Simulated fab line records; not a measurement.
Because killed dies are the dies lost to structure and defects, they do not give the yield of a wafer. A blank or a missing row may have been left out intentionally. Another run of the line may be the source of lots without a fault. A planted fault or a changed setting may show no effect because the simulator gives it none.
Lot-split experiment || flow n5Finfet || 7 lots, 21 wafers read, on a route of 1938 steps

THE SPLIT ITSELF
At N5_PASSIVATION_EXPOSE_27 (exposes mask PAD, defocus 0 nm), the setting doseMj was moved away from the recipe's 32.3 on 4 of the 21 wafers read, by -5.9% to -2.4%. All remaining wafers had this setting at the recipe value.

FROM THE SPLIT TO THE READING: what the file shows between them, 3 steps
- N5_PASSIVATION_PEB_28
- N5_PASSIVATION_DEVELOP_29: develop time 60 s
- N5_PASSIVATION_HARDBAKE_31: time 120 s

THE READING
At N5_PASSIVATION_CD_MEAS_30: cdNm in nanometres, against a target cd of 4000 nm. A value of 3999.2 nm with a standard deviation of 2.2 nm is what fault-free wafers of this fab line usually give.

{"wafer": "L082.4", "tool, chamber at the split": "krfScanner-01, 0", "doseMj as run": 32.3, "against the recipe": "recipe", "cdNm, nm": 4002.9, "against lot-mates on the recipe": "-"}
{"wafer": "L082.5", "tool, chamber at the split": "krfScanner-01, 0", "doseMj as run": 30.41, "against the recipe": "-5.9%", "cdNm, nm": 3988.5, "against lot-mates on the recipe": -14.4}
{"wafer": "L082.6", "tool, chamber at the split": "krfScanner-01, 0", "doseMj as run": 30.41, "against the recipe": "-5.9%", "cdNm, nm": 3984.7, "against lot-mates on the recipe": -18.2}
{"wafer": "L088.2", "tool, chamber at the split": "krfScanner-01, 0", "doseMj as run": 32.3, "against the recipe": "recipe", "cdNm, nm": 4003.8, "against lot-mates on the recipe": "-"}
{"wafer": "L088.3", "tool, chamber at the split": "krfScanner-01, 0", "doseMj as run": 32.3, "against the recipe": "recipe", "cdNm, nm": 3999.1, "against lot-mates on the recipe": "-"}
{"wafer": "L088.5", "tool, chamber at the split": "krfScanner-01, 0", "doseMj as run": 32.3, "against the recipe": "recipe", "cdNm, nm": 3997.7, "against lot-mates on the recipe": "-"}
{"wafer": "L092.3", "tool, chamber at the split": "krfScanner-01, 0", "doseMj as run": 32.3, "against the recipe": "recipe", "cdNm, nm": 4000.7, "against lot-mates on the recipe": "-"}
{"wafer": "L092.4", "tool, chamber at the split": "krfScanner-01, 0", "doseMj as run": 32.3, "against the recipe": "recipe", "cdNm, nm": 4004.4, "against lot-mates on the recipe": "-"}
{"wafer": "L092.6", "tool, chamber at the split": "krfScanner-01, 0", "doseMj as run": 32.3, "against the recipe": "recipe", "cdNm, nm": 4000.6, "against lot-mates on the recipe": "-"}
{"wafer": "L091.1", "tool, chamber at the split": "krfScanner-02, 0", "doseMj as run": 32.3, "against the recipe": "recipe", "cdNm, nm": 4001.7, "against lot-mates on the recipe": "-"}
{"wafer": "L091.4", "tool, chamber at the split": "krfScanner-02, 0", "doseMj as run": 32.3, "against the recipe": "recipe", "cdNm, nm": 3999.5, "against lot-mates on the recipe": "-"}
{"wafer": "L091.6", "tool, chamber at the split": "krfScanner-02, 0", "doseMj as run": 32.3, "against the recipe": "recipe", "cdNm, nm": 4000.3, "against lot-mates on the recipe": "-"}
{"wafer": "L090.2", "tool, chamber at the split": "krfScanner-01, 0", "doseMj as run": 32.3, "against the recipe": "recipe", "cdNm, nm": 3996.0, "against lot-mates on the recipe": "-"}
{"wafer": "L090.4", "tool, chamber at the split": "krfScanner-01, 0", "doseMj as run": 31.52, "against the recipe": "-2.4%", "cdNm, nm": 3990.3, "against lot-mates on the recipe": -7.2}
{"wafer": "L090.6", "tool, chamber at the split": "krfScanner-01, 0", "doseMj as run": 32.3, "against the recipe": "recipe", "cdNm, nm": 3999.0, "against lot-mates on the recipe": "-"}
{"wafer": "L095.1", "tool, chamber at the split": "krfScanner-02, 0", "doseMj as run": 32.3, "against the recipe": "recipe", "cdNm, nm": 3998.7, "against lot-mates on the recipe": "-"}
{"wafer": "L095.2", "tool, chamber at the split": "krfScanner-02, 0", "doseMj as run": 30.53, "against the recipe": "-5.5%", "cdNm, nm": 3988.9, "against lot-mates on the recipe": -9.7}
{"wafer": "L095.5", "tool, chamber at the split": "krfScanner-02, 0", "doseMj as run": 32.3, "against the recipe": "recipe", "cdNm, nm": 3998.5, "against lot-mates on the recipe": "-"}
{"wafer": "L096.1", "tool, chamber at the split": "krfScanner-01, 0", "doseMj as run": 32.3, "against the recipe": "recipe", "cdNm, nm": 3995.1, "against lot-mates on the recipe": "-"}
{"wafer": "L096.3", "tool, chamber at the split": "krfScanner-01, 0", "doseMj as run": 32.3, "against the recipe": "recipe", "cdNm, nm": 3997.7, "against lot-mates on the recipe": "-"}
{"wafer": "L096.5", "tool, chamber at the split": "krfScanner-01, 0", "doseMj as run": 32.3, "against the recipe": "recipe", "cdNm, nm": 3999.5, "against lot-mates on the recipe": "-"}

THE FIT
A straight line over all 21 wafers: cdNm changes by +2.23 nm for each +1% of doseMj; r = +0.88; the points scatter about the line by 2.6 nm.
The same after taking each lot's own level away (the mean of its wafers on the recipe; 21 wafers): +2.5 nm for each +1%; r = +0.94; scatter 2 nm.
Per that fit: largest doseMj move, reading shift of 15 nm.
From 3997.43 to 4002.90 nm: that is the span of the lots' own levels, equal to 2.5 times the standard deviation above.
Hence the slope depends on the lot-to-lot level, as the two fits are not the same.
Check: with one of the wafers moved furthest among these (-5.9%) left out of the fit, the line predicts -14.8 nm for it against its lot-mates. Against them it came out at -14.4 nm.

ADDITIONAL SPLITS CARRIED BY THESE WAFERS
Other splits were also applied to these wafers ahead of the reading. Each is held against what the fit with the lots' levels taken away leaves over:
{"other split on the same wafers": "N5_BEOL_M11_ETCH_41 timeS", "wafers away from the commonest value": 4, "r with cdNm (lot level and that fit taken away)": -0.15}
{"other split on the same wafers": "N5_BEOL_M12_ETCH_67 sourceW", "wafers away from the commonest value": 10, "r with cdNm (lot level and that fit taken away)": -0.39}
{"other split on the same wafers": "N5_BEOL_M12_ETCH_38 timeS", "wafers away from the commonest value": 6, "r with cdNm (lot level and that fit taken away)": -0.24}
{"other split on the same wafers": "N5_BEOL_M13_COAT_65 spinRpm", "wafers away from the commonest value": 7, "r with cdNm (lot level and that fit taken away)": -0.18}
{"other split on the same wafers": "N5_BEOL_M15_COAT_04 spinRpm", "wafers away from the commonest value": 7, "r with cdNm (lot level and that fit taken away)": -0.13}
{"other split on the same wafers": "N5_MIM_BOT_SPUTTER_00 timeS", "wafers away from the commonest value": 6, "r with cdNm (lot level and that fit taken away)": -0.02}
{"other split on the same wafers": "N5_MIM_TOP_SPUTTER_03 powerW", "wafers away from the commonest value": 7, "r with cdNm (lot level and that fit taken away)": "+0.33"}

FILE'S OWN FIT
cdNm changes by +2.36 nm for each +1% of doseMj, r = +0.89.
